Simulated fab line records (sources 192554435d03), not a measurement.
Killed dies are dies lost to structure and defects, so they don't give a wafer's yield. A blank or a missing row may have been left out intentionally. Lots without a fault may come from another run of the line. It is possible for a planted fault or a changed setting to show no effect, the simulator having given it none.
Matching of chambers | flow n5_finfet | 4 sister chambers for N5_HKMG_FIN_ALD_21 on ald_metal-04
The step deposits TiN, target thk 1.5 nm, pulse time 1 s, purge time 3 s. 14 wafers are shown with their chamber, then 7 later ones without.

## WAFERS, EACH WITH ITS CHAMBER
wafer  | chamber | heater_power_w (W) | precursor_pulse_height_rel
L075.2 | 2       | 989                | 1.024
L075.3 | 0       | 904                | 0.998
L075.6 | 0       | 895                | 0.989
L081.1 | 0       | 897                | 0.992
L081.3 | 3       | 786                | 1.022
L081.6 | 0       | 914                | 0.973
L084.1 | 1       | 905                | 0.980
L084.2 | 2       | 960                | 0.997
L084.4 | 0       | 908                | 0.999
L088.2 | 0       | 885                | 1.021
L088.4 | 3       | 801                | 1.013
L088.6 | 3       | 774                | 1.019
L094.1 | 3       | 798                | 1.001
L094.2 | 2       | 991                | 1.010

SIGNATURES (averages over the wafers above)
reading                    | chamber 0 | chamber 1 | chamber 2 | chamber 3 | scatter within a chamber
heater_power_w             | 900.50    | 905.00    | 980.00    | 789.75    | 12.6
precursor_pulse_height_rel | 0.99533   | 0.98000   | 1.01033   | 1.01375   | 0.0136
Rule: for each reading, subtract the chamber's mean from the wafer's reading, divide by that reading's scatter and square the result; add these up over the readings and take the root, which gives the wafer's distance from the chamber. The wafer belongs to the nearest chamber; if the next one is less than 2 further off, it can't be placed. The scatter: take each reading less its chamber's mean, square it, sum over the shown wafers, divide by the number of wafers less the number of chambers, and take the root.

## WAFERS MISSING THEIR CHAMBER
wafer  | heater_power_w (W) | precursor_pulse_height_rel
L094.3 | 930                | 0.981
L094.4 | 902                | 0.991
L094.5 | 980                | 0.995
L094.6 | 796                | 0.977
L097.3 | 988                | 1.009
L097.4 | 887                | 0.983
L097.6 | 910                | 1.033

## THE CHAMBER EACH PASSED THROUGH
wafer  | from the rows above     | in truth
L094.3 | can't be placed: 1 or 0 | 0
L094.4 | can't be placed: 0 or 1 | 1
L094.5 | 2                       | 2
L094.6 | 3                       | 3
L097.3 | 2                       | 2
L097.4 | can't be placed: 0 or 1 | 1
L097.6 | can't be placed: 0 or 1 | 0
Placed correctly: 3 of 7. Not placeable from these rows: 4 (in 4, the candidates include the true chamber). Number placed wrongly: 0.
